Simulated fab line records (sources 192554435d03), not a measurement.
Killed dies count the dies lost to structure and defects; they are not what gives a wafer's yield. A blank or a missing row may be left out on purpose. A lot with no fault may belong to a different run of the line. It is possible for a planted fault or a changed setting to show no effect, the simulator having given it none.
One fault through the eyes of 3 desks -- flow n5Finfet -- what lay behind the numbers comes last; until then each desk has only its own

== AT THE TOOL OWNER'S DESK: vaporEtch-02 ==
The tool's own readings at N5_FIN_SAQP_RECESS_71 (chemistry HF/NH3, target SiO2, target depth 3 nm, afs cycles 1, sublimation time 60 s): means of the sampled wafers that have a number, for each lot that ran on this tool. Marked OUT: a lot whose mean sits more than 4 standard deviations from the usual mean, which makes it out of limits; the brackets give that distance.
Columns: A = drypumpMotorCurrentA at N5_FIN_SAQP_RECESS_71, usual 5.9 A; B = forelinePTorr at N5_FIN_SAQP_RECESS_71, usual 0.1280 Torr
lot,first seen here,A,B
L969,day 3 08:12,6.1,0.1279
L975,day 4 20:59,6.0,0.1275
L976,day 5 03:29,5.9,0.1282
L978,day 5 12:55,5.9,0.1282
Result from this desk: across the 4 lots, nothing is out of limits.

== FROM THE METROLOGY DESK ==
Means of the sampled wafers that have a number, per lot and without regard to the tool the lot ran on: this is what the gauges read. Marked OUT: a lot whose mean sits more than 4 standard deviations from the usual mean, which makes it out of limits; the brackets give that distance.
Columns: A = cdNm at N5_FIN_SAQP_CD_MEAS_31, usual 8.09 nm
lot,first seen here,A
L964,day 2 03:41,7.94
L965,day 2 08:16,7.95
L968,day 3 02:18,8.33
L969,day 3 08:54,7.85
L975,day 4 21:38,8.45
L976,day 5 04:41,8.07
L978,day 5 13:37,8.09
L980,day 6 02:14,8.04
L981,day 6 08:00,8.06
L983,day 6 23:22,8.35
L987,day 7 19:59,7.88
Result from this desk: across the 11 lots, nothing is out of limits.

== THE DEFECT DESK ==
Inspection counts along the route, by lot: the mean over sampled wafers that carry a number. Marked OUT: a lot whose mean sits more than 4 standard deviations from the usual mean, which makes it out of limits; the brackets give that distance.
Columns: A = rawDefectCount at N5_FIN_SAQP_INSPECT_40, usual 242; B = rawDefectCount at N5_FIN_CUT_INSPECT_10, usual 45; C = rawDefectCount at N5_FIN_CUT_INSPECT_17, usual 248
lot,first seen here,A,B,C
L964,day 2 04:16,266,53,263
L965,day 2 08:51,234,49,226
L968,day 3 02:53,178,36,203
L969,day 3 09:29,219,42,224
L975,day 4 22:14,306,42,300
L976,day 5 05:16,644 (+6.1) OUT,394 (+29) OUT,624 (+5.8) OUT
L978,day 5 14:15,568 (+4.9) OUT,387 (+29) OUT,568 (+4.9) OUT
L980,day 6 02:50,273,47,314
L981,day 6 08:35,195,35,210
L983,day 7 00:26,220,44,220
L987,day 7 20:34,256,42,250
This desk's finding: out of limits on L976, L978; first on L976, day 5 05:16 (rawDefectCount at N5_FIN_SAQP_INSPECT_40). In limits: L964, L965, L968, L969, L975, L980, L981, L983, L987.

== PUT TOGETHER ==
The defect desk could have raised an alarm at day 5 05:16, on L976, L978.
The tool owner's desk saw nothing out of limits.
At the metrology desk, nothing out of limits was observed.
Tool owner's desk: L976, L978 on record, inside its limits.
The metrology desk holds a record of L976, L978, inside its limits.
On vaporEtch-02, each named lot ran N5_FIN_SAQP_RECESS_71.

== WHAT THE SIMULATOR HAD INSERTED ==
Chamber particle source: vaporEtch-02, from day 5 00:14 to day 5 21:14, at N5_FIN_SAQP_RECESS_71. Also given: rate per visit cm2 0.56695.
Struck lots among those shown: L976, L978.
Hours from the fault's start to each desk's first reading out of limits: the defect desk, 5.
